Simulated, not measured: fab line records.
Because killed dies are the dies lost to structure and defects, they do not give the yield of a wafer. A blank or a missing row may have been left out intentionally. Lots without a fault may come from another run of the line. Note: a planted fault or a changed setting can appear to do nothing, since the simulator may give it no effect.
fab line records	flow nand-harc
record lots=24	wafers=72	last-day=33
route steps=1302 shown P_ZERO_WELL@31 P_STI@87 P_GATE@143 P_CONTACT@241 P_M0@272 P_M1@297
lots that met no fault: from a run of the same line without faults
start-h: start of the lot's first displayed wafer, in hours after the record's first day	wait-h: time in hours since the lot's previous step	" unchanged from the row above	L1.1+2: a row that stands for several wafers	- value missing, or start not given	* or withheld: withheld	< > ~ a bound
route shown NAME@n: NAME is a module with steps in the file, n the number in the route of the first one	usual: mean/standard deviation taken from wafers without a fault	same: alike in all rows	chamber/n: place in a boat	sites: each site's reading	_std_site: the standard deviation of these	_edge_site: inner sites' mean taken away from outer sites' mean	radius-mm: how far each site lies from the wafer's centre	mask NAME#n: copy n	behind: the last tool/chamber to shape the wafer	hold: reason for holding the lot/hours on hold/outcome of the hold	device: the n, p or np transistor that did not switch	end of line: tests of these same wafers at the route's end	a step given without rows: its recipe and nothing more	killed: at the first sort, the dies lost to defects and structure; wafer yield is something else	map: the dies of a wafer, with x for killed, . for not killed, _ for no die there
set.NAME: the setting that was run; set.NAME@STEP: the one run at that earlier step	model.NAME: the simulator's own value behind a step, which no gauge read
one table for each step of the route and one row for each wafer, over a sample of lots
services: a tool's chamber out of use, with start hour (start-h, from the record's first day; less than 0 if before it), hours out, and reason
## steps
# step NHARC_P_ZERO_WELL_DESCUM_26
# recipe time-s=3	o2-flow-sccm=200	ar-flow-sccm=0	bias-power-w=0	chemistry=O2
# usual drypump-motor-current-A=6.0/0.36	oes-product-au=0.998/0.0085	rf-vpp-V=58.0/0.87	showerhead-plenum-p-Torr=1.94/0.09	throttle-valve-pct=11.312/0.0085
lot.wafer	tool	chamber	start-h	wait-h	drypump-motor-current-A	oes-product-au	rf-hours-counter-h	rf-vpp-V	showerhead-plenum-p-Torr	throttle-valve-pct
L074.4	rie-diel-02	0	22.77	-	5.9	0.996	49	57.5	1.90	11.306
L074.2	"	2	"	"	6.6	0.978	51	58.1	2.01	11.322
L074.5	"	3	"	"	5.8	0.989	-	57.5	1.82	11.305
L075.2	rie-diel-02	2	32.63	-	6.6	0.984	56	57.7	2.01	11.318
L075.3	"	3	"	"	5.9	0.985	56	56.2	1.82	11.310
L075.6	"	1	"	"	5.5	0.997	-	57.0	1.76	11.311
L076.1	rie-diel-08	2	43.29	-	6.2	1.008	6	58.4	1.98	11.327
L076.3	"	0	"	"	6.4	0.996	7	56.7	1.90	11.300
L076.2	"	1	"	"	5.6	1.005	5	57.5	1.90	11.308
L077.2	rie-diel-08	3	52.74	-	6.1	0.990	11	59.8	2.07	11.320
L077.1	"	0	"	"	6.4	0.995	11	56.4	1.90	11.319
L077.5	"	0	"	"	6.4	0.992	-	57.7	1.90	11.306
L078.3	rie-diel-03	1	62.69	-	5.6	1.006	39	58.8	2.02	11.315
L078.4	"	0	"	"	5.7	1.003	36	57.4	1.90	11.310
L078.6	"	2	"	"	6.5	1.005	-	57.9	1.87	11.306
L079.3	rie-diel-08	3	72.65	-	6.1	1.004	19	59.6	2.07	11.308
L079.4	"	0	"	"	6.4	0.994	18	58.8	1.90	11.307
L079.1	"	2	"	"	6.2	1.016	18	58.9	1.98	11.311
L080.3	rie-diel-02	1	82.66	-	5.5	0.989	11	58.4	2.07	11.309
L080.1	"	0	"	"	6.0	1.001	10	57.2	1.90	11.328
L080.5	"	1	"	"	5.5	0.985	-	58.0	2.07	11.301
L081.3	rie-diel-02	2	92.61	-	6.6	0.991	12	59.2	2.00	11.302
L081.5	"	2	"	"	6.6	0.994	-	58.1	2.00	11.306
L081.6	"	3	"	"	5.8	0.989	-	57.4	1.81	11.324
L082.4	rie-diel-03	2	102.75	-	6.4	1.000	50	58.0	1.86	11.314
L082.3	"	0	"	"	5.7	1.016	51	58.1	1.90	11.307
L082.6	"	1	"	"	5.6	1.006	-	58.7	2.01	11.307
L083.3	rie-diel-08	3	112.50	-	6.1	0.992	35	57.5	2.06	11.315
L083.2	"	0	"	"	6.4	0.997	31	56.9	1.90	11.314
L083.4	"	2	"	"	6.2	1.010	33	58.1	1.97	11.316
L084.1	rie-diel-08	0	122.73	-	6.4	0.997	33	58.5	1.90	11.307
L084.5	"	2	"	"	6.2	1.000	-	58.4	1.97	11.304
L084.6	"	3	"	"	6.0	0.997	-	57.7	2.06	11.306
L085.4	rie-diel-02	3	133.22	-	5.9	0.979	22	58.1	1.81	11.333
L085.1	"	0	"	"	5.9	0.996	24	58.1	1.89	11.307
L085.6	"	1	"	"	5.5	0.988	-	58.8	2.07	11.308
L086.3	rie-diel-08	3	142.71	-	6.0	0.999	46	58.0	2.06	11.309
L086.4	"	0	"	"	6.4	1.001	40	58.8	1.89	11.295
L086.6	"	2	"	"	6.2	1.008	-	56.3	1.97	11.308
L087.3	rie-diel-08	0	152.78	-	6.4	1.002	42	57.4	1.89	11.309
L087.4	"	3	"	"	6.0	1.000	48	57.9	2.06	11.316
L087.6	"	1	"	"	5.7	0.992	-	57.3	1.89	11.300
L088.2	rie-diel-08	2	162.76	-	6.3	1.017	50	57.5	1.97	11.314
L088.3	"	0	"	"	6.5	1.012	47	58.2	1.89	11.316
L088.5	"	2	"	"	6.2	1.016	-	58.3	1.97	11.304
L089.3	rie-diel-03	0	172.63	-	5.7	1.002	24	58.3	1.89	11.309
L089.5	"	3	"	"	6.2	1.002	-	57.8	2.07	11.309
L089.6	"	0	"	"	5.7	0.999	-	56.5	1.89	11.309
L090.2	rie-diel-03	2	182.82	-	6.4	0.999	21	57.5	1.86	11.314
L090.5	"	0	"	"	5.7	1.003	-	57.5	1.89	11.306
L090.6	"	1	"	"	5.6	1.005	-	57.6	2.01	11.313
L091.2	rie-diel-02	3	193.20	-	5.8	0.985	38	58.0	1.80	11.321
L091.5	"	0	"	"	5.9	0.999	-	58.8	1.89	11.317
L091.6	"	1	"	"	5.4	0.994	-	57.1	2.06	11.315
L092.2	rie-diel-03	0	202.72	-	5.7	1.002	38	60.4	1.88	11.313
L092.5	"	3	"	"	6.2	1.017	-	59.0	2.07	11.289
L092.4	"	0	"	"	5.7	1.003	-	57.1	1.88	11.321
L093.1	rie-diel-02	3	212.74	-	5.8	0.983	43	59.5	1.80	11.313
L093.2	"	0	"	"	5.9	0.997	47	56.6	1.89	11.327
L093.5	"	0	"	"	5.9	0.992	-	59.1	1.89	11.313
L094.3	rie-diel-03	3	223.15	-	6.2	1.008	39	58.1	2.06	11.311
L094.1	"	0	"	"	5.7	1.000	46	57.9	1.88	11.324
L094.5	"	2	"	"	6.4	1.007	-	56.6	1.85	11.315
L095.4	rie-diel-03	3	232.69	-	6.2	1.006	42	57.2	2.06	11.316
L095.6	"	1	"	"	5.6	1.005	-	59.1	2.00	11.308
L095.5	"	2	"	"	6.4	0.994	-	57.5	1.85	11.308
L096.4	rie-diel-02	2	242.75	-	6.6	0.998	5	57.9	1.99	11.323
L096.2	"	3	"	"	5.8	0.993	5	56.8	1.80	11.321
L096.1	"	1	"	"	5.5	0.991	7	57.1	2.06	11.327
L097.3	rie-diel-03	1	252.77	-	5.6	1.004	43	58.6	2.00	11.311
L097.1	"	2	"	"	6.5	0.992	45	58.5	1.85	11.308
L097.5	"	3	"	"	6.2	0.999	-	56.7	2.06	11.307
# step NHARC_P_STI_DESCUM_14
# recipe time-s=3	o2-flow-sccm=200	ar-flow-sccm=0	bias-power-w=0	chemistry=O2
# usual drypump-motor-current-A=5.55/0.3	oes-product-au=1.001/0.0067	rf-vpp-V=57.9/0.83	showerhead-plenum-p-Torr=1.96/0.093	throttle-valve-pct=11.312/0.0093
lot.wafer	tool	chamber	start-h	wait-h	drypump-motor-current-A	oes-product-au	rf-hours-counter-h	rf-vpp-V	showerhead-plenum-p-Torr	throttle-valve-pct
L074.2	rie-diel-06	2	47.26	-	5.66	1.000	6	56.3	2.06	11.315
L074.4	"	3	"	"	5.81	1.000	5	57.1	1.82	11.302
L074.5	"	2	"	"	5.63	0.992	-	57.4	2.07	11.311
L075.2	rie-diel-13	3	55.90	-	5.09	1.005	2	58.0	2.07	11.309
L075.3	"	0	"	"	6.05	0.992	3	57.4	1.93	11.322
L075.6	"	1	"	"	6.07	0.999	-	57.9	2.07	11.307
L076.3	rie-diel-10	2	65.10	-	5.54	0.994	14	58.9	2.06	11.308
L076.1	"	3	"	"	5.35	1.013	12	57.6	1.85	11.315
L076.2	"	0	"	"	5.62	1.002	14	58.6	2.01	11.304
L077.2	rie-diel-10	2	75.49	-	5.53	1.004	0	58.4	2.06	11.322
L077.1	"	0	"	"	5.60	1.006	0	58.2	2.01	11.306
L077.5	"	2	"	"	5.55	1.012	-	57.6	2.06	11.322
L078.4	rie-diel-10	1	83.17	-	5.70	0.993	0	58.2	1.91	11.314
L078.3	"	3	"	"	5.35	1.001	0	57.5	1.85	11.317
L078.6	"	1	"	"	5.70	0.995	-	59.1	1.91	11.310
L079.4	rie-diel-10	0	94.54	-	5.63	0.991	1	59.4	2.01	11.304
L079.1	"	2	"	"	5.55	1.005	1	58.0	2.06	11.307
L079.3	"	3	"	"	5.35	1.003	2	56.5	1.85	11.307
L080.1	rie-diel-10	0	103.19	-	5.65	1.003	2	57.2	2.01	11.310
L080.3	"	1	"	"	5.69	0.990	2	57.6	1.90	11.322
L080.5	"	3	"	"	5.33	0.994	-	56.2	1.85	11.307
L081.3	rie-diel-10	1	114.76	-	5.67	1.002	3	57.5	1.90	11.312
L081.5	"	0	"	"	5.67	0.996	-	57.9	2.01	11.298
L081.6	"	1	"	"	5.70	0.995	-	56.2	1.90	11.299
L082.3	rie-diel-13	1	122.46	-	6.06	1.004	5	57.5	2.07	11.323
L082.4	"	0	"	"	6.08	1.002	5	58.6	1.93	11.329
L082.6	"	1	"	"	6.10	0.999	-	59.3	2.07	11.318
L083.3	rie-diel-13	2	135.72	-	4.98	0.997	6	58.6	1.89	11.319
L083.4	"	3	"	"	5.05	1.008	6	57.2	2.07	11.310
L083.2	"	0	"	"	6.06	0.994	6	57.3	1.93	11.310
L084.1	rie-diel-10	0	148.71	-	5.65	0.987	5	56.8	2.00	11.308
L084.6	"	1	"	"	5.71	1.001	-	58.8	1.90	11.317
L084.5	"	2	"	"	5.55	1.011	-	58.1	2.06	11.322
L085.4	rie-diel-06	0	158.08	-	5.47	1.013	2	57.4	2.05	11.302
L085.1	"	1	"	"	5.31	1.008	2	57.6	1.81	11.304
L085.6	"	0	"	"	5.45	1.008	-	59.6	2.05	11.316
L086.4	rie-diel-13	2	162.83	-	4.95	1.004	7	58.6	1.89	11.306
L086.3	"	3	"	"	5.03	0.999	7	59.5	2.07	11.333
L086.6	"	3	"	"	5.04	1.010	-	56.5	2.07	11.326
L087.3	rie-diel-10	0	173.05	-	5.72	1.004	7	58.0	2.00	11.320
L087.4	"	1	"	"	5.72	1.011	8	57.7	1.90	11.325
L087.6	"	1	"	"	5.70	1.003	-	57.5	1.90	11.310
L088.3	rie-diel-10	3	184.11	-	5.32	1.008	9	56.5	1.85	11.326
L088.2	"	0	"	"	5.66	1.002	8	58.0	2.00	11.298
L088.5	"	2	"	"	5.54	1.003	-	57.9	2.05	11.311
L089.3	rie-diel-10	2	193.05	-	5.55	0.993	9	57.8	2.05	11.313
L089.6	"	1	"	"	5.70	0.998	-	57.4	1.90	11.313
L089.5	"	2	"	"	5.55	1.009	-	59.1	2.05	11.301
L090.2	rie-diel-06	1	204.36	-	5.31	1.015	4	58.1	1.81	11.308
L090.6	"	0	"	"	5.44	1.002	-	58.1	2.05	11.318
L090.5	"	1	"	"	5.29	1.012	-	57.1	1.81	11.310
L091.2	rie-diel-10	0	213.46	-	5.65	0.992	9	58.3	2.00	11.306
L091.6	"	0	"	"	5.66	0.993	-	58.6	2.00	11.304
L091.5	"	1	"	"	5.68	0.996	-	57.6	1.90	11.300
L092.4	rie-diel-13	3	223.34	-	5.04	0.996	3	57.7	2.07	11.297
L092.2	"	1	"	"	6.04	1.005	3	57.8	2.07	11.310
L092.5	"	0	"	"	6.05	0.986	-	58.6	1.92	11.306
L093.1	rie-diel-06	1	232.89	-	5.32	0.998	5	57.7	1.81	11.299
L093.2	"	2	"	"	5.63	1.000	5	57.4	2.06	11.303
L093.5	"	2	"	"	5.64	0.997	-	58.3	2.06	11.315
L094.1	rie-diel-06	2	246.54	-	5.63	0.996	6	58.2	2.06	11.309
L094.3	"	0	"	"	5.44	1.006	6	58.2	2.05	11.313
L094.5	"	3	"	"	5.85	0.999	-	56.9	1.81	11.322
L095.6	rie-diel-10	3	252.42	-	5.39	1.014	-	57.2	1.85	11.299
L095.5	"	0	"	"	5.63	1.001	-	58.5	2.00	11.311
L095.4	"	2	"	"	5.53	1.019	-	59.0	2.05	11.329
L096.1	rie-diel-13	1	264.98	-	6.06	1.011	4	59.1	2.07	11.323
L096.2	"	2	"	"	4.94	1.000	4	57.2	1.89	11.327
L096.4	"	3	"	"	5.03	1.002	4	57.8	2.07	11.308
L097.3	rie-diel-10	3	274.37	-	5.37	1.009	3	56.8	1.85	11.305
L097.1	"	0	"	"	5.66	1.006	3	58.6	2.00	11.306
L097.5	"	3	"	"	5.34	1.011	-	58.2	1.85	11.301
# step NHARC_P_GATE_INSPECT_28
# usual raw-defect-count=7/3
lot.wafer	tool	chamber	start-h	wait-h	raw-defect-count
L074.2	defect-inspect-01	-	101.84	0.0	9
L074.4	"	-	"	"	8
L074.5	"	-	"	"	10
L075.2	defect-inspect-02	-	104.99	0.0	12
L075.3	"	-	"	"	8
L075.6	"	-	"	"	9
L076.1	defect-inspect-01	-	119.28	0.0	6
L076.2	"	-	"	"	8
L076.3	"	-	"	"	6
L077.1	defect-inspect-02	-	130.93	0.0	5
L077.2	"	-	"	"	8
L077.5	"	-	"	"	13
L078.3	defect-inspect-02	-	131.58	0.0	7
L078.4	"	-	"	"	5
L078.6	"	-	"	"	8
L079.1	defect-inspect-01	-	145.49	0.0	9
L079.3	"	-	"	"	4
L079.4	"	-	"	"	3
L080.1	defect-inspect-02	-	160.20	0.0	3
L080.3	"	-	"	"	3
L080.5	"	-	"	"	6
L081.3	defect-inspect-02	-	178.75	0.0	4
L081.5	"	-	"	"	10
L081.6	"	-	"	"	5
L082.3	defect-inspect-02	-	185.42	0.0	7
L082.4	"	-	"	"	5
L082.6	"	-	"	"	5
L083.2	defect-inspect-01	-	189.09	0.0	6
L083.3	"	-	"	"	9
L083.4	"	-	"	"	4
L084.1	defect-inspect-01	-	206.10	0.0	5
L084.5	"	-	"	"	3
L084.6	"	-	"	"	10
L085.1	defect-inspect-02	-	212.47	0.0	9
L085.4	"	-	"	"	5
L085.6	"	-	"	"	7
L086.3	defect-inspect-02	-	219.57	0.0	4
L086.4	"	-	"	"	3
L086.6	"	-	"	"	5
L087.3	defect-inspect-02	-	222.60	0.0	12
L087.4	"	-	"	"	4
L087.6	"	-	"	"	4
L089.3	defect-inspect-02	-	240.39	0.0	4
L089.5	"	-	"	"	7
L089.6	"	-	"	"	11
L088.2	defect-inspect-01	-	240.55	0.0	8
L088.3	"	-	"	"	4
L088.5	"	-	"	"	5
L090.2	defect-inspect-02	-	262.82	0.0	8
L090.5	"	-	"	"	7
L090.6	"	-	"	"	9
L091.2	defect-inspect-02	-	264.53	0.0	7
L091.5	"	-	"	"	7
L091.6	"	-	"	"	7
L092.2	defect-inspect-01	-	273.15	0.0	10
L092.4	"	-	"	"	7
L092.5	"	-	"	"	12
L093.1	defect-inspect-01	-	284.57	0.0	4
L093.2	"	-	"	"	1
L093.5	"	-	"	"	3
L094.1	defect-inspect-02	-	300.60	0.0	9
L094.3	"	-	"	"	4
L094.5	"	-	"	"	9
L095.4	defect-inspect-02	-	303.91	0.0	10
L095.5	"	-	"	"	12
L095.6	"	-	"	"	11
L096.1	defect-inspect-02	-	314.57	0.0	11
L096.2	"	-	"	"	2
L096.4	"	-	"	"	4
L097.1	defect-inspect-01	-	326.55	0.0	7
L097.3	"	-	"	"	4
L097.5	"	-	"	"	5
# step NHARC_P_CONTACT_CD_MEAS_19
# usual cd-nm=89.9/1.1
lot.wafer	tool	chamber	start-h	wait-h	cd-nm
L074.2	cd-sem-02	-	122.53	-	88.8
L074.4	"	-	"	"	89.0
L074.5	"	-	"	"	89.3
L075.2	cd-sem-01	-	126.02	-	91.5
L075.3	"	-	"	"	88.5
L075.6	"	-	"	"	90.0
L076.1	cd-sem-01	-	140.20	-	88.8
L076.2	"	-	"	"	90.5
L076.3	"	-	"	"	90.1
L077.1	cd-sem-01	-	151.69	-	89.4
L077.2	"	-	"	"	89.8
L077.5	"	-	"	"	88.6
L078.3	cd-sem-03	-	152.64	-	88.9
L078.4	"	-	"	"	89.2
L078.6	"	-	"	"	90.6
L079.1	cd-sem-03	-	166.30	-	90.7
L079.3	"	-	"	"	91.3
L079.4	"	-	"	"	90.0
L080.1	cd-sem-03	-	180.99	-	89.8
L080.3	"	-	"	"	91.6
L080.5	"	-	"	"	91.2
L081.3	cd-sem-01	-	199.70	-	89.2
L081.5	"	-	"	"	90.0
L081.6	"	-	"	"	89.9
L082.3	cd-sem-03	-	208.79	-	88.2
L082.4	"	-	"	"	89.5
L082.6	"	-	"	"	88.4
L083.2	cd-sem-03	-	210.25	-	88.4
L083.3	"	-	"	"	91.2
L083.4	"	-	"	"	91.2
L084.1	cd-sem-03	-	229.40	-	90.2
L084.5	"	-	"	"	90.8
L084.6	"	-	"	"	89.4
L085.1	cd-sem-02	-	236.87	-	89.6
L085.4	"	-	"	"	89.9
L085.6	"	-	"	"	89.6
L086.3	cd-sem-01	-	240.99	-	87.4
L086.4	"	-	"	"	89.3
L086.6	"	-	"	"	88.9
L087.3	cd-sem-01	-	245.65	-	92.2
L087.4	"	-	"	"	90.3
L087.6	"	-	"	"	90.7
L089.3	cd-sem-03	-	261.40	-	87.1
L089.5	"	-	"	"	90.2
L089.6	"	-	"	"	88.9
L088.2	cd-sem-03	-	262.15	-	91.2
L088.3	"	-	"	"	90.6
L088.5	"	-	"	"	92.1
L090.2	cd-sem-01	-	283.65	-	89.3
L090.5	"	-	"	"	91.4
L090.6	"	-	"	"	89.5
L091.2	cd-sem-03	-	285.53	-	89.6
L091.5	"	-	"	"	90.6
L091.6	"	-	"	"	90.5
L092.2	cd-sem-03	-	294.05	-	89.5
L092.4	"	-	"	"	90.7
L092.5	"	-	"	"	90.3
L093.1	cd-sem-01	-	305.64	-	89.5
L093.2	"	-	"	"	91.5
L093.5	"	-	"	"	89.7
L094.1	cd-sem-01	-	321.68	-	91.0
L094.3	"	-	"	"	91.2
L094.5	"	-	"	"	92.0
L095.4	cd-sem-02	-	325.17	-	90.2
L095.5	"	-	"	"	90.2
L095.6	"	-	"	"	90.5
L096.1	cd-sem-03	-	337.82	-	88.4
L096.2	"	-	"	"	89.6
L096.4	"	-	"	"	88.6
L097.1	cd-sem-01	-	347.80	-	88.5
L097.3	"	-	"	"	87.4
L097.5	"	-	"	"	87.1
# step NHARC_P_M0_DEGAS_28
# recipe temp-c=250	time-s=60
# usual heater-power-w=332/43
lot.wafer	tool	chamber	start-h	wait-h	heater-power-w
L074.2	pvd-sputter-02	-	126.81	-	434
L074.4	"	-	"	"	295
L074.5	"	-	"	"	320
L075.3	pvd-sputter-02	-	130.21	-	312
L075.2	"	-	"	"	297
L075.6	"	-	"	"	326
L076.2	pvd-sputter-01	-	144.28	-	290
L076.1	"	-	"	"	366
L076.3	"	-	"	"	312
L077.1	pvd-sputter-03	-	155.81	-	373
L077.2	"	-	"	"	306
L077.5	"	-	"	"	373
L078.3	pvd-sputter-02	-	156.92	-	312
L078.4	"	-	"	"	436
L078.6	"	-	"	"	311
L079.1	pvd-sputter-01	-	170.52	-	313
L079.4	"	-	"	"	360
L079.3	"	-	"	"	363
L080.3	pvd-sputter-01	-	185.23	-	368
L080.1	"	-	"	"	358
L080.5	"	-	"	"	312
L081.3	pvd-sputter-03	-	203.99	-	350
L081.5	"	-	"	"	294
L081.6	"	-	"	"	339
L082.4	pvd-sputter-01	-	213.01	-	366
L082.3	"	-	"	"	364
L082.6	"	-	"	"	357
L083.4	pvd-sputter-01	-	214.62	-	370
L083.3	"	-	"	"	302
L083.2	"	-	"	"	297
L084.1	pvd-sputter-02	-	233.87	-	307
L084.5	"	-	"	"	296
L084.6	"	-	"	"	444
L085.1	pvd-sputter-03	-	240.95	-	273
L085.4	"	-	"	"	330
L085.6	"	-	"	"	305
L086.4	pvd-sputter-03	-	245.50	-	327
L086.3	"	-	"	"	377
L086.6	"	-	"	"	320
L087.3	pvd-sputter-01	-	249.91	-	354
L087.4	"	-	"	"	350
L087.6	"	-	"	"	303
L089.3	pvd-sputter-01	-	265.88	-	298
L089.6	"	-	"	"	341
L089.5	"	-	"	"	320
L088.3	pvd-sputter-02	-	266.43	-	316
L088.2	"	-	"	"	346
L088.5	"	-	"	"	312
L090.2	pvd-sputter-03	-	288.09	-	369
L090.5	"	-	"	"	271
L090.6	"	-	"	"	303
L091.2	pvd-sputter-03	-	290.14	-	372
L091.6	"	-	"	"	325
L091.5	"	-	"	"	364
L092.4	pvd-sputter-02	-	298.36	-	297
L092.2	"	-	"	"	314
L092.5	"	-	"	"	303
L093.1	pvd-sputter-03	-	309.86	-	268
L093.2	"	-	"	"	307
L093.5	"	-	"	"	273
L094.3	pvd-sputter-02	-	325.83	-	293
L094.1	"	-	"	"	334
L094.5	"	-	"	"	441
L095.4	pvd-sputter-03	-	329.29	-	324
L095.5	"	-	"	"	309
L095.6	"	-	"	"	319
L096.1	pvd-sputter-02	-	342.09	-	428
L096.4	"	-	"	"	318
L096.2	"	-	"	"	326
L097.3	pvd-sputter-01	-	352.06	-	311
L097.1	"	-	"	"	304
L097.5	"	-	"	"	348
# step NHARC_P_M1_INSPECT_11
# usual raw-defect-count=4.7/2.2
lot.wafer	tool	chamber	start-h	wait-h	raw-defect-count
L074.2	defect-inspect-01	-	129.80	0.0	10
L074.4	"	-	"	"	4
L074.5	"	-	"	"	6
L075.2	defect-inspect-01	-	133.29	0.0	8
L075.3	"	-	"	"	4
L075.6	"	-	"	"	6
L076.1	defect-inspect-01	-	147.26	0.0	6
L076.2	"	-	"	"	3
L076.3	"	-	"	"	7
L077.1	defect-inspect-01	-	158.86	0.0	4
L077.2	"	-	"	"	7
L077.5	"	-	"	"	10
L078.3	defect-inspect-02	-	159.98	0.0	2
L078.4	"	-	"	"	4
L078.6	"	-	"	"	1
L079.1	defect-inspect-02	-	173.61	0.0	8
L079.3	"	-	"	"	3
L079.4	"	-	"	"	7
L080.1	defect-inspect-01	-	188.15	0.0	4
L080.3	"	-	"	"	5
L080.5	"	-	"	"	5
L081.3	defect-inspect-02	-	207.30	0.0	6
L081.5	"	-	"	"	5
L081.6	"	-	"	"	4
L082.3	defect-inspect-01	-	216.08	0.0	0
L082.4	"	-	"	"	3
L082.6	"	-	"	"	8
L083.2	defect-inspect-01	-	217.68	0.0	4
L083.3	"	-	"	"	8
L083.4	"	-	"	"	2
L084.1	defect-inspect-02	-	236.94	0.0	5
L084.5	"	-	"	"	5
L084.6	"	-	"	"	2
L085.1	defect-inspect-02	-	244.46	0.0	4
L085.4	"	-	"	"	8
L085.6	"	-	"	"	6
L086.3	defect-inspect-02	-	248.58	0.0	4
L086.4	"	-	"	"	0
L086.6	"	-	"	"	2
L087.3	defect-inspect-02	-	253.23	0.0	6
L087.4	"	-	"	"	4
L087.6	"	-	"	"	2
L089.3	defect-inspect-02	-	269.40	0.0	2
L089.5	"	-	"	"	4
L089.6	"	-	"	"	4
L088.2	defect-inspect-02	-	269.55	0.0	4
L088.3	"	-	"	"	4
L088.5	"	-	"	"	7
L090.2	defect-inspect-02	-	291.12	0.0	8
L090.5	"	-	"	"	7
L090.6	"	-	"	"	3
L091.2	defect-inspect-02	-	293.19	0.0	4
L091.5	"	-	"	"	3
L091.6	"	-	"	"	4
L092.2	defect-inspect-02	-	301.41	0.0	6
L092.4	"	-	"	"	6
L092.5	"	-	"	"	7
L093.1	defect-inspect-01	-	312.94	0.0	5
L093.2	"	-	"	"	6
L093.5	"	-	"	"	4
L094.1	defect-inspect-02	-	328.93	0.0	6
L094.3	"	-	"	"	4
L094.5	"	-	"	"	4
L095.4	defect-inspect-01	-	332.38	0.0	6
L095.5	"	-	"	"	8
L095.6	"	-	"	"	2
L096.1	defect-inspect-02	-	345.15	0.0	7
L096.2	"	-	"	"	2
L096.4	"	-	"	"	4
L097.1	defect-inspect-02	-	355.10	0.0	7
L097.3	"	-	"	"	2
L097.5	"	-	"	"	3
## services
tool	chamber	start-h	hours	kind
rie-diel-08	3	-0.32	1.7	repair
rie-diel-08	-	14.27	9.0	pm
pvd-sputter-03	-	27.36	10.0	pm
pvd-sputter-01	-	37.35	2.1	repair
pvd-sputter-02	-	39.53	1.4	repair
rie-diel-02	-	39.70	9.0	pm
rie-diel-10	0	41.77	1.4	repair
rie-diel-08	3	43.08	2.2	repair
pvd-sputter-01	-	48.00	10.0	pm
rie-diel-10	-	58.42	0.7	repair
pvd-sputter-03	-	59.46	18.1	repair
rie-diel-10	-	65.76	9.0	pm
rie-diel-08	-	76.24	0.3	repair
pvd-sputter-02	-	95.52	4.8	repair
pvd-sputter-02	-	104.00	10.0	pm
rie-diel-03	-	104.30	9.0	pm
rie-diel-02	0	111.94	9.0	repair
rie-diel-10	0	115.10	10.8	repair
rie-diel-08	-	116.28	1.1	repair
rie-diel-02	1	122.53	5.6	repair
pvd-sputter-01	-	124.06	1.9	repair
rie-diel-10	-	168.35	0.1	repair
rie-diel-10	-	194.77	0.6	repair
rie-diel-10	-	242.76	9.0	pm
## key
fault none
